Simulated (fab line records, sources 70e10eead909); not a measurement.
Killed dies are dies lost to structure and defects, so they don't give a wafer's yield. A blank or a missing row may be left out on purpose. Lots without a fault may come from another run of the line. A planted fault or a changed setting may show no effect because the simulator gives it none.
Chamber matching | flow nand_harc | NHARC_A_STAIRCASE_DESCUM_291 on rie_diel-08: 4 sister chambers
The step chemistry O2, time 3 s. 4 wafers are shown with their chamber, then 8 later ones without.

WAFERS WITH THEIR CHAMBER
wafer  | chamber | showerhead_plenum_p_Torr (Torr)
L087.4 | 0       | 1.86
L088.5 | 3       | 2.02
L092.5 | 1       | 1.85
L095.4 | 2       | 1.92

WAFERS WITHOUT THEIR CHAMBER
wafer  | showerhead_plenum_p_Torr (Torr)
L095.5 | 1.84
L095.6 | 1.92
L097.1 | 1.85
L097.3 | 2.01
L097.5 | 1.84
L096.1 | 1.92
L096.2 | 2.01
L096.4 | 1.84

WHICH CHAMBER EACH WENT THROUGH
wafer  | from the rows above     | in truth
L095.5 | can't be placed: 1 or 0 | 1
L095.6 | 2                       | 2
L097.1 | can't be placed: 1 or 0 | 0
L097.3 | 3                       | 3
L097.5 | can't be placed: 1 or 0 | 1
L096.1 | 2                       | 2
L096.2 | 3                       | 3
L096.4 | can't be placed: 1 or 0 | 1
Placed correctly: 4 of 8. Can't be placed from these rows: 4 (the true chamber is among the candidates in 4). Placed wrongly: 0.
How it was worked out, from the rows above alone: a wafer's distance from a chamber is the root of the sum, over the readings, of the square of ((its reading less the chamber's mean) divided by the reading's scatter). The wafer belongs to the nearest chamber; if the next one is less than 2 further off, it can't be placed. A chamber's mean is the mean of its shown wafers. The scatter: with one shown wafer a chamber, the root of the mean of the squares of how far each hidden wafer lies from its nearest shown one.
